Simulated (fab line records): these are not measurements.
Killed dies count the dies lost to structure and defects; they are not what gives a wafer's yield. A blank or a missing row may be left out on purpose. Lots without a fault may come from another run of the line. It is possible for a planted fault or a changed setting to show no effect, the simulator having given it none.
A lot that was struck, set against a sound lot / flow nand harc / 15 out of 1159 route steps
Sound: these wafers, L780.1, L780.3, L780.6. Struck: wafers L795.1, L795.3, L795.5. The cause is named last.
Order at every step that has rows: each side's tool, ch and its chambers, its first start. Under that, the readings that differ: sound wafers / struck wafers / difference of the means / sigmas: that difference in standard deviations of wafers without a fault.
alike: same words and numbers on both sides, and readings whose means sit less than 2 such deviations apart. not compared: any withheld reading, any reading some wafer has no value for, any bound like >300 that may hide the same value, and any number with overlapping values for which the record gives no deviation.
The two part at a step that has a row with sigmas, a row that says differs or no value, or rows on one side only. When numbers do not overlap yet have no deviation, they are printed without sigmas and do not part them. A reading that every wafer of one side lacks parts them only if that side has two wafers or more.

first, 1 step without rows for these wafers: NHARC_A_SGD_CUT_ETCH_26 (etches SiO2 in dHF, target depth 45.8 nm).
NHARC_A_SGD_CUT_ETCHBACK_24: etches the open film in CH3F/O2, target depth 50 nm, time 92.857 s.
  sound on rie diel-08 ch 0,1, day 14 11:09; struck on rie diel-08 ch 0,1,2, day 18 04:32
  alike: bias w, drypump motor current A, oes product au, rf vpp V, showerhead plenum p Torr, throttle valve pct
  not compared: rf hours counter h
NHARC_A_SGD_CUT_STRIP_28: strips in O2, time 20 s.
  sound on rie diel-08 ch 0,1,2; struck on rie diel-08 ch 0,1, day 18 04:43
  alike: drypump motor current A, oes product au, rf vpp V, showerhead plenum p Torr, throttle valve pct
  not compared: rf hours counter h
NHARC_A_SGD_CUT_INSPECT_25:
  sound on defect inspect-02 at day 14 11:23; struck on defect inspect-02 at day 18 04:50
  alike: raw defect count
NHARC_A_SLIT_DEP_25: deposits SiO2, target thk 200 nm.
  sound on pecvd-02 ch 0,2, day 14 11:30; struck on pecvd-04 ch 0,2, day 18 05:01
  alike: chamber pressure Torr, heater power w, throttle valve pct
NHARC_A_SLIT_DEP_00: deposits aC, target thk 3200 nm.
  sound on acl dep-03 ch 0, day 14 11:48; struck on acl dep-02 ch 0, day 18 10:47
  alike: throttle valve pct
NHARC_A_SLIT_DEP_23: deposits SiON, target thk 100 nm.
  sound on pecvd-04 ch 0,2, day 14 14:02; struck on pecvd-04 ch 0,2, day 18 12:47
  alike: chamber pressure Torr, heater power w
then, 5 steps without rows for these wafers: NHARC_A_SLIT_DEHYDRATE_01 (time 120 s); NHARC_A_SLIT_HMDS_02 (time 30 s); NHARC_A_SLIT_COAT_03 (resist thk 90 nm); NHARC_A_SLIT_SOFTBAKE_04 (time 55 s); NHARC_A_SLIT_EBR_05.
NHARC_A_SLIT_EXPOSE_06: exposes mask SLIT.
  sound on arfi scanner-01 ch 0, day 14 14:27; struck on arfi scanner-02 ch 0, day 18 13:18
reading=exposure dose mJ cm2; sound=60.77 60.80 60.77; struck=59.50 59.37 59.37; difference=-1.37; sigmas=-22
  alike: mask
then, 1 step without rows for these wafers: NHARC_A_SLIT_PEB_07 (peb time 65 s).
-- break in the record here, with 5 days between the starts of the struck wafers on either side (left off in module A_SLIT, picked up again in module END, where the first step shown is number 1159 on the route) --
NHARC_END_SORT_01:
  sound on prober-02 ch 0, day 20 05:11; struck on prober-02 ch 0, day 23 12:50
  alike: killed at array, killed at other, killed at periphery, killed dies, killed open, killed short

== WHERE THEY PART ==
At NHARC_A_SLIT_EXPOSE_06 and nowhere else, as far as this record goes. Later steps at which nothing parts them and some readings are alike: NHARC_END_SORT_01.

WHY: what had been put in by the simulator
Process parameters drifting: arfi scanner-02 at NHARC_A_SLIT_EXPOSE_06, beginning at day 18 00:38. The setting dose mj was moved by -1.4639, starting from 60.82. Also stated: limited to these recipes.
